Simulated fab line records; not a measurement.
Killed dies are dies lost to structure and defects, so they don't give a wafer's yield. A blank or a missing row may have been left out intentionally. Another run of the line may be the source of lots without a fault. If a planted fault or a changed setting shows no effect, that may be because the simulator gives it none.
Matching of chambers / flow n5_finfet / N5_BEOL_M5_ILD_DEP_00 on pecvd-02: 3 sister chambers
The step deposits SiCOH lowk from DEMS/porogen, target thk 140.64 nm, time 25.9 s. 6 wafers are shown with their chamber, then 8 later ones without.

## EACH WAFER AND ITS CHAMBER
wafer=L078.5; chamber=2; throttle_valve_pct (%)=13.9; showerhead_plenum_p_Torr (Torr)=5.722
wafer=L080.4; chamber=1; throttle_valve_pct (%)=14.6; showerhead_plenum_p_Torr (Torr)=5.758
wafer=L082.6; chamber=2; throttle_valve_pct (%)=13.6; showerhead_plenum_p_Torr (Torr)=5.725
wafer=L084.4; chamber=0; throttle_valve_pct (%)=14.3; showerhead_plenum_p_Torr (Torr)=5.751
wafer=L084.6; chamber=1; throttle_valve_pct (%)=14.6; showerhead_plenum_p_Torr (Torr)=5.764
wafer=L086.3; chamber=0; throttle_valve_pct (%)=14.3; showerhead_plenum_p_Torr (Torr)=5.745

## WAFERS WITH NO CHAMBER GIVEN
wafer=L086.4; throttle_valve_pct (%)=14.1; showerhead_plenum_p_Torr (Torr)=5.755
wafer=L086.6; throttle_valve_pct (%)=13.9; showerhead_plenum_p_Torr (Torr)=5.695
wafer=L088.3; throttle_valve_pct (%)=14.1; showerhead_plenum_p_Torr (Torr)=5.764
wafer=L088.4; throttle_valve_pct (%)=14.6; showerhead_plenum_p_Torr (Torr)=5.763
wafer=L088.5; throttle_valve_pct (%)=14.1; showerhead_plenum_p_Torr (Torr)=5.705
wafer=L094.2; throttle_valve_pct (%)=14.7; showerhead_plenum_p_Torr (Torr)=5.760
wafer=L094.3; throttle_valve_pct (%)=14.1; showerhead_plenum_p_Torr (Torr)=5.772
wafer=L094.5; throttle_valve_pct (%)=14.6; showerhead_plenum_p_Torr (Torr)=5.769

## WHICH CHAMBER EACH ONE RAN IN
wafer=L086.4; from the rows above=can't be placed: 0 or 1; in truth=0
wafer=L086.6; from the rows above=2; in truth=2
wafer=L088.3; from the rows above=can't be placed: 1 or 0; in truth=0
wafer=L088.4; from the rows above=1; in truth=1
wafer=L088.5; from the rows above=2; in truth=2
wafer=L094.2; from the rows above=1; in truth=1
wafer=L094.3; from the rows above=can't be placed: 1 or 0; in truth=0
wafer=L094.5; from the rows above=1; in truth=1
Placed correctly: 5 of 8. Unplaceable from these rows: 3, with the true chamber sitting among the candidates in 3. Wrongly placed: 0.
How it was worked out, from the rows above alone: a wafer's distance from a chamber is the root of the sum, over the readings, of the square of ((its reading less the chamber's mean) divided by the reading's scatter). The wafer belongs to the nearest chamber; if the next one is less than 2 further off, it can't be placed. The mean given for a chamber averages the wafers shown for that chamber. The scatter is the square root of a quotient: the sum, over the shown wafers, of each reading's squared deviation from its chamber's mean, divided by wafers minus chambers.
